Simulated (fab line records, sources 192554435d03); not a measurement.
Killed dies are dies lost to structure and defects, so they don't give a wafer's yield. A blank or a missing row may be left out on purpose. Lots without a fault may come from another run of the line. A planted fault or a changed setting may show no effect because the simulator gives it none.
One fault seen from 3 desks | flow n5_finfet | each desk has only its own numbers; what lay behind them comes last
Where a reading is given only as a bound, like >300, the bound stands for it, and a mean or a difference that rests on one is marked > or <: the true number lies beyond.

THE METROLOGY DESK
What the gauges read, lot by lot, whatever tool the lot ran on: means of the sampled wafers that have a number. A lot is out of limits, marked OUT, if its mean lies more than 4 standard deviations from the usual mean; the brackets give that distance. Of its 11 readings 7 are shown: those that lie furthest out on some lot.
Columns: A = NWFM_OVL at N5_HKMG_FIN_OVL_MEAS_13, usual -0.1 nm; B = IOFF_P at N5_BEOL_M4_RC_MEAS_101, usual 0.21 nA/um; C = ION_P at N5_BEOL_M4_RC_MEAS_101, usual 464 uA/um; D = SS_N at N5_BEOL_M4_RC_MEAS_101, usual 71.5 mV/dec; E = SS_P at N5_BEOL_M4_RC_MEAS_101, usual 73.3 mV/dec; F = VT_N at N5_BEOL_M4_RC_MEAS_101, usual 250 mV; G = VT_P at N5_BEOL_M4_RC_MEAS_101, usual -250 mV
lot  | first seen here | A    | B    | C   | D    | E    | F   | G
L426 | day 4 08:01     | -0.5 | 0.28 | 475 | 71.7 | 74.2 | 246 | -245
L430 | day 5 03:41     | -1.5 | 0.19 | 455 | 71.4 | 72.9 | 253 | -253
L434 | day 6 02:05     | 0.2  | 0.19 | 463 | 71.4 | 72.3 | 255 | -250
L440 | day 7 20:14     | -0.4 | 0.20 | 465 | 72.3 | 73.1 | 250 | -249
L443 | day 8 14:20     | 0.5  | 0.22 | 456 | 71.6 | 73.9 | 250 | -251
L445 | day 9 00:38     | 0.1  | 0.23 | 465 | 71.9 | 73.8 | 247 | -248
L446 | day 9 08:42     | -0.6 | 0.19 | 462 | 71.5 | 73.2 | 247 | -254
L447 | day 9 12:22     | -0.0 | 0.21 | 459 | 71.9 | 73.5 | 250 | -249
L448 | day 9 16:23     | 0.1  | 0.21 | 466 | 72.0 | 72.6 | 252 | -249
This desk's finding: nothing out of limits on any of the 9 lots.

THE DEFECT DESK
What the inspections along the route counted, lot by lot: means of the sampled wafers that have a number. A lot is out of limits, marked OUT, if its mean lies more than 4 standard deviations from the usual mean; the brackets give that distance.
Columns: A = raw_defect_count at N5_HKMG_FIN_INSPECT_14, usual 2.0
lot  | first seen here | A
L426 | day 4 08:02     | 1.3
L430 | day 5 03:43     | 3.3
L434 | day 6 02:06     | 2.0
L440 | day 7 20:15     | 2.0
L443 | day 8 14:21     | 2.7
L445 | day 9 00:39     | >100 (>+70) OUT
L446 | day 9 08:44     | 2.0
L447 | day 9 12:23     | >101 (>+71) OUT
L448 | day 9 16:25     | 1.3
This desk's finding: out of limits on L445, L447; first on L445, day 9 00:39 (raw_defect_count at N5_HKMG_FIN_INSPECT_14). In limits: L426, L430, L434, L440, L443, L446, L448.

THE TOOL OWNER'S DESK: rie_diel-03
The tool's own readings at N5_HKMG_FIN_STRIP_57 (strips in CF4): means of the sampled wafers that have a number, for each lot that ran on this tool. A lot is out of limits, marked OUT, if its mean lies more than 4 standard deviations from the usual mean; the brackets give that distance.
Columns: A = drypump_motor_current_A at N5_HKMG_FIN_STRIP_57, usual 5.9 A; B = oes_product_au at N5_HKMG_FIN_STRIP_57, usual 0.81 a.u.; C = rf_vpp_V at N5_HKMG_FIN_STRIP_57, usual 271.1 V; D = showerhead_plenum_p_Torr at N5_HKMG_FIN_STRIP_57, usual 1.80 Torr; E = throttle_valve_pct at N5_HKMG_FIN_STRIP_57, usual 13.57 %
lot  | first seen here | A   | B    | C     | D    | E
L430 | day 5 00:46     | 5.5 | 0.78 | 270.2 | 1.78 | 13.64
L434 | day 5 23:02     | 5.5 | 0.84 | 273.3 | 1.84 | 13.48
L440 | day 7 17:10     | 5.5 | 0.81 | 272.9 | 1.83 | 13.53
L443 | day 8 11:17     | 5.6 | 0.75 | 270.8 | 1.78 | 13.79
L445 | day 8 21:36     | 5.7 | 0.84 | 272.3 | 1.85 | 13.64
L447 | day 9 09:20     | 5.7 | 0.79 | 270.3 | 1.81 | 13.70
This desk's finding: nothing out of limits on any of the 6 lots.

PUT TOGETHER
The defect desk could have raised an alarm at day 9 00:39, on L445, L447.
The metrology desk saw nothing out of limits.
The tool owner's desk saw nothing out of limits.
The metrology desk has L445, L447 on record, within its limits.
The tool owner's desk has L445, L447 on record, within its limits.
Of the lots named, all ran N5_HKMG_FIN_STRIP_57 on rie_diel-03.

WHAT THE SIMULATOR HAD PUT IN
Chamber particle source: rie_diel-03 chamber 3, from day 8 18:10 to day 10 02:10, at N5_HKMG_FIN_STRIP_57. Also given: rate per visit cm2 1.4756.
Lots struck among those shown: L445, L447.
Hours from the fault's start to each desk's first reading out of limits: the defect desk, 6.
